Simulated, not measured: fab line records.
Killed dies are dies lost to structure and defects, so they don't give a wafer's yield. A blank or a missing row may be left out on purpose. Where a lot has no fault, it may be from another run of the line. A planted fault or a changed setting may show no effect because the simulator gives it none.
A struck lot beside a sound one ; flow nand_harc ; 28 steps out of a route of 1302
Sound: these wafers, L704.1, L704.5, L704.6. Wafers L714.1, L714.2, L714.3 were the ones struck. Last of all comes the cause.
Order at every step that has rows: each side's tool, ch and its chambers, its first start. Under that, the readings that differ: sound wafers ; struck wafers ; difference of the means ; sigmas: that difference in standard deviations of wafers without a fault.
alike: readings whose means differ by less than 2 such deviations, and words and numbers that are the same on both sides. not compared: withheld readings, readings that some wafer has no value for, bounds like >300 that may hide the same value, and numbers for which the record gives no deviation and whose values overlap.
The two part at a step that has a row with sigmas, a row that says differs or no value, or rows on one side only. Numbers that have no deviation but don't overlap get no sigmas and don't part them. A reading that every wafer of one side lacks parts them only if that side has two wafers or more.

first, 6 steps without rows for these wafers: NHARC_A_ONON_D2_DEP_06 (target thk 1000 nm); NHARC_A_ONON_D2_DEP_09 (target thk 1000 nm); NHARC_A_ONON_D2_DEP_12 (target thk 1000 nm); NHARC_A_ONON_D2_ANNEAL_15 (time 3600 s); NHARC_A_ONON_D2_DEP_16 (target thk 1000 nm); NHARC_A_ONON_D2_DEP_19 (target thk 1000 nm).
NHARC_A_ONON_D2_DEP_22: target thk 1000 nm.
  sound on pecvd_onon-02 ch 0, day 16 19:40; struck on pecvd_onon-04 ch 0, day 20 14:19
  alike: n2_flow_sccm, sih4_flow_sccm, susceptor_temp_C
then, 20 steps without rows for these wafers: NHARC_A_ONON_D2_DEP_25 (target thk 1000 nm); NHARC_A_ONON_D2_DEP_28 (target thk 1000 nm); NHARC_A_ONON_D2_DEP_33 (deposits SiO2, target thk 200 nm); NHARC_A_CHANNEL_HOLE_D2_DEP_00 (deposits aC, target thk 3100 nm); NHARC_A_CHANNEL_HOLE_D2_DEP_01 (deposits SiON, target thk 140 nm); NHARC_A_CHANNEL_HOLE_D2_DEHYDRATE_02 (time 120 s); NHARC_A_CHANNEL_HOLE_D2_HMDS_03 (time 30 s); NHARC_A_CHANNEL_HOLE_D2_COAT_36 (time 75 s); NHARC_A_CHANNEL_HOLE_D2_COAT_37 (time 65 s); NHARC_A_CHANNEL_HOLE_D2_COAT_04 (resist thk 90 nm); NHARC_A_CHANNEL_HOLE_D2_SOFTBAKE_05 (time 55 s); NHARC_A_CHANNEL_HOLE_D2_EBR_06; NHARC_A_CHANNEL_HOLE_D2_EXPOSE_07 (exposes mask HOLE D2, target cd 100 nm); NHARC_A_CHANNEL_HOLE_D2_PEB_08 (peb time 65 s); NHARC_A_CHANNEL_HOLE_D2_DEVELOP_09 (develop time 35 s); NHARC_A_CHANNEL_HOLE_D2_DESCUM_15 (chemistry O2, time 3 s); NHARC_A_CHANNEL_HOLE_D2_ETCH_38 (etches the open film in CF4, target depth 39 nm, time 65 s); NHARC_A_CHANNEL_HOLE_D2_ETCH_39 (etches the open film in N2/H2, target depth 260 nm, time 325 s); NHARC_A_CHANNEL_HOLE_D2_ETCH_34 (etches the open film in CF4/CHF3, target depth 154 nm, time 77 s); NHARC_A_CHANNEL_HOLE_D2_ETCH_16 (etches the open film in O2/COS, target depth 3100 nm, time 806 s).
-- record jumps: 11 days between struck wafers' starts before vs after; left off in module A_CHANNEL_HOLE_D2, resumes in module END, first step shown is number 1302 of the route --
NHARC_END_SORT_01:
  sound on prober-01 ch 0, day 28 23:34; struck on prober-02 ch 0, day 31 16:42
reading;sound;struck;difference;sigmas
killed_at_array;43 52 65;123 124 119;+69;+5
killed_dies;46 54 69;128 128 125;+71;+5
  alike: killed_at_other, killed_at_periphery, killed_open, killed_short

## WHERE THEY PART
At NHARC_END_SORT_01 and nowhere else, as far as this record goes.

WHY: what the simulator had put in
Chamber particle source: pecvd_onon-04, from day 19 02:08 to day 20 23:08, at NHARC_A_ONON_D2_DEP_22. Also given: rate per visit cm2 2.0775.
